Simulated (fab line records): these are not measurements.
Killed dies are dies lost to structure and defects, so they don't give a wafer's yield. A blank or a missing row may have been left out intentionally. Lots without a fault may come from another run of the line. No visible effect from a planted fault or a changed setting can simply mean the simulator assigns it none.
Struck lot and sound lot, side by side :: flow n5_finfet :: 36 steps out of a route of 1938
Sound: these wafers, L565.1, L565.2, L565.6. The struck wafers were L568.3, L568.4, L568.5. The cause is given at the end.
Per side, at each step with rows, come the tool, then ch with its chambers, and then its first start. Under that, the readings that differ: sound wafers :: struck wafers :: difference of the means :: sigmas: that difference in standard deviations of wafers without a fault.
alike: a reading whose means differ by less than 2 such deviations, as well as words and numbers matching on both sides. not compared: withheld readings; readings where some wafer has no value; bounds like >300 that might hide an equal value; numbers whose values overlap and for which the record gives no deviation.
A row with sigmas, a row that says differs or no value, or rows on one side alone: a step with any of these is where the two part. When numbers do not overlap yet have no deviation, they are printed without sigmas and do not part them. Lack of a reading on every wafer of one side parts them only where that side has two or more wafers.

first, 9 steps without rows for these wafers: N5_BEOL_M4_ANNEAL_95 (time 240 s); N5_BEOL_M4_SPUTTER_96 (material Cu, target thk 4.5 nm, time 8.29 s); N5_BEOL_M4_ECD_50 (material Cu, target thk 300 nm); N5_BEOL_M4_ANNEAL_51 (time 90 s); N5_BEOL_M4_CMP_52 (polishes, stops on SiOC, t overpolish 6.8 s, target thk 40 nm); N5_BEOL_M4_PRE_CLEAN_60 (time 15 s); N5_BEOL_M4_CO_CAP_55 (material Co, precursor CCTBA/H2, target thk 2 nm, time 102.1 s); N5_BEOL_M4_PRE_CLEAN_56 (time 15 s); N5_BEOL_M4_DEP_57 (deposits SiCN from 3MS/NH3, target thk 8 nm, time 14 s).
N5_BEOL_M4_RC_MEAS_101:
  sound on prober-01 ch 0, day 12 11:30; struck on prober-02 ch 0, day 12 18:08
reading: IOFF_N (nA/um)
sound: 0.191 0.219 0.172
struck: 0.119 0.149 0.117
difference: -0.066
sigmas: -2

reading: IOFF_P (nA/um)
sound: 0.24 0.26 0.22
struck: 0.17 0.19 0.16
difference: -0.07
sigmas: -2

reading: SS_P (mV/dec)
sound: 73.9 74.0 74.6
struck: 72.6 73.2 72.7
difference: -1.3
sigmas: -2

reading: VT_N (mV)
sound: 246 246 247
struck: 256 254 257
difference: +9
sigmas: +3
  alike: DIBL_N, DIBL_P, ION_N, ION_P, SS_N, VT_P
then, 24 steps without rows for these wafers: N5_BEOL_M5_ILD_DEP_00 (deposits SiCOH lowk from DEMS/porogen, target thk 140.64 nm, time 25.9 s); N5_BEOL_M5_CURE_79 (cures SiCOH lowk, time 240 s); N5_BEOL_M5_PECVD_70 (deposits SiO2 from TEOS/O2, target thk 16 nm, time 18 s); N5_BEOL_M5_HM_DEP_02 (deposits TiN, target thk 20 nm); N5_BEOL_M5_COAT_59 (time 60 s, resist thk 60 nm); N5_BEOL_M5_COAT_60 (time 60 s, resist thk 12 nm); N5_BEOL_M5_COAT_71 (time 60 s, resist thk 5 nm); N5_BEOL_M5_COAT_05 (resist thk 30 nm); N5_BEOL_M5_EBR_07; N5_BEOL_M5_SOFTBAKE_06 (time 60 s); N5_BEOL_M5_EXPOSE_08 (exposes mask M5, target cd 28 nm); N5_BEOL_M5_PEB_09 (peb time 60 s); N5_BEOL_M5_DEVELOP_10 (develop time 30 s); N5_BEOL_M5_DESCUM_16 (chemistry O2, time 7 s); N5_BEOL_M5_ETCH_72 (etches underlayer in N2/H2, target depth 6.5 nm, time 5.2 s); N5_BEOL_M5_ETCH_61 (etches SiARC in CF4, target depth 15.6 nm, time 26 s); N5_BEOL_M5_ETCH_62 (etches SOC in N2/H2, target depth 75 nm, overetch 15 nm, time 112.5 s); N5_BEOL_M5_STRIP_63 (strips in N2/H2); N5_BEOL_M5_STRIP_73 (strips in N2/H2); N5_BEOL_M5_STRIP_64 (strips in CF4); N5_BEOL_M5_HM_OPEN_17 (chemistry Cl2/BCl3, target TiN, target depth 20 nm, overetch 6 nm); N5_BEOL_M5_STRIP_19 (strips in O2); N5_BEOL_M5_COAT_65 (time 60 s, resist thk 60 nm); N5_BEOL_M5_COAT_66 (time 60 s, resist thk 12 nm).
-- here the record skips 4 days between the struck wafers' starts before and after, leaving off in module BEOL_M5 and picking up in module MIM_TOP_ETCH (first step shown: number 1852 of the route) --
N5_MIM_TOP_ETCH_STRIP_01: strips in O2.
  sound on rie_diel-04 ch 0,3, day 16 23:06; struck on rie_diel-05 ch 2,3, day 17 00:58
  no value came back on the struck wafers for any of 7 readings (bias_power_w (W), chamber_pressure_mTorr (mTorr) and others); on the sound wafers bias_power_w (W) reads 0 0 0
  not compared: rf_hours_counter_h, model.coat_of_MIM_TOP_LITHO_COAT_02.thk_nm
N5_PASSIVATION_PROBE_49:
  struck on prober-01, day 17 12:32; sound on prober-01, day 17 11:34
reading: defect_limited_yield (%)
sound: 93.6 92.9 92.2
struck: 0 0 0
difference: -93
sigmas: -58

reading: killed_at_other
sound: 4 5 9
struck: 1084 1075 1095
difference: +1079
sigmas: +99 or more

reading: killed_dies
sound: 75 84 92
struck: 1180 1180 1180
difference: +1096
sigmas: +58

reading: killed_on_rim
sound: 10 14 14
struck: 152 152 152
difference: +139
sigmas: +36

reading: sort_bin_5_function (%)
sound: 4.3 3.9 4.2
struck: 96.2 96.9 97.0
difference: +92.6
sigmas: +93

reading: sort_n_pass
sound: 1105 1096 1088
struck: 0 0 0
difference: -1096
sigmas: -50

reading: sort_yield_pct (%)
sound: 93.6 92.9 92.2
struck: 0 0 0
difference: -93
sigmas: -49
  alike: killed_at_M0_to_M3, killed_at_M4_up, killed_at_contacts, killed_at_front_end, killed_open, killed_short, sort_bin_6_memory

## WHERE THEY PART
First at N5_BEOL_M4_RC_MEAS_101; last, within this record, at N5_PASSIVATION_PROBE_49.

WHY: what the simulator had put in
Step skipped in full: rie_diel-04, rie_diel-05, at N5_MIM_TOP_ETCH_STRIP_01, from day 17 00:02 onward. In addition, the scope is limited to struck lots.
